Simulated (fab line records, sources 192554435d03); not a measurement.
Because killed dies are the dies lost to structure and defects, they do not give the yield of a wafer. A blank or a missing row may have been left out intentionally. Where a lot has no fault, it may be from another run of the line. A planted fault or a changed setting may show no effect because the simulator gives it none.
8D (eight disciplines) problem report, filled in by code / flow n5Finfet / the parts of the form that need people (team, actions taken, sign-off) are left out

## 1. THE PROBLEM
Mean of spinSpeedRpm at N5_BEOL_M3_COAT_68: 1430.7 rpm across 6 wafers in 2 lots; on wafers with no fault it is 1500.1 rpm (standard deviation 1). That is -69 standard deviations from the usual mean.
The step: time 60 s, resist thk 12 nm.
The first sign was on wafer L326.2 at day 10 06:02, on lithoTrack-02. Wafers with a number at this step in the record: 12, from 4 lots. Rule for "out", or "out of limits": more than 4 standard deviations from the usual mean. The rest of the wafers with a number are treated as sound.

## 2. WHAT IT IS; WHAT IT IS NOT
question=which readings at this step | is=spinSpeedRpm | is not=exhaustPa
question=which lots | is=L326, L332 | is not=L324, L336
question=which wafers of those lots | is=all that have a number | is not=-
question=read on which tools | is=lithoTrack-02 | is not=lithoTrack-04
question=when | is=from day 10 06:02 | is not=up to then (3 sound wafers); but 3 sound wafers of L336 came after

## 3. WHAT RULES OUT EACH SUSPECT
Counting: a tool at any process step up to the reading remains a suspect when it ran all the lots that are out and ran no sound lot after the first of those.
- lithoTrack-02 at N5_BEOL_M3_COAT_68 (time 60 s, resist thk 12 nm): kept. It ran every lot that is out, first L326 (day 10 06:02), and no sound lot after that; its last sound lot up to then is L324 (day 10 02:34). Out on those wafers are its own readings of spinSpeedRpm.
Remaining after the count: lithoTrack-02 at N5_BEOL_M3_COAT_68.

## 4. THE CAUSE (what the simulator had put in)
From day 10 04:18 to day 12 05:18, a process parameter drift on lithoTrack-02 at N5_BEOL_M3_COAT_68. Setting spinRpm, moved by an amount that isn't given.
Only this tool survived the counting.

## 5. SEQUENCE OF EFFECTS, ordered by route
Rows list readings where the struck wafers' mean (over those with a number) sits beyond 3 standard deviations from the usual. Only readings whose record carries a usual standard deviation are examined. hours: median over the lots of the time between each lot's start at the first step of this table that gives one and its start at this step. sigmas: the change, counted in usual standard deviations.
hours=0; step=N5_BEOL_M3_COAT_68; reading=spinSpeedRpm; usual=1500.1 rpm; on struck wafers=1430.7; change=-69.4; sigmas=-69
It contains these process steps:
- N5_BEOL_M3_COAT_68: time 60 s, resist thk 12 nm.
Later steps that measure or inspect, where all struck wafers having a row at the step show a number for every such reading and not one has moved that far: N5_BEOL_M4_RC_MEAS_101.

## 6. WHAT WOULD HAVE CAUGHT IT SOONER
In this record no reading fell out of limits until day 10 06:02, 2 hours after the fault had begun at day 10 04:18.
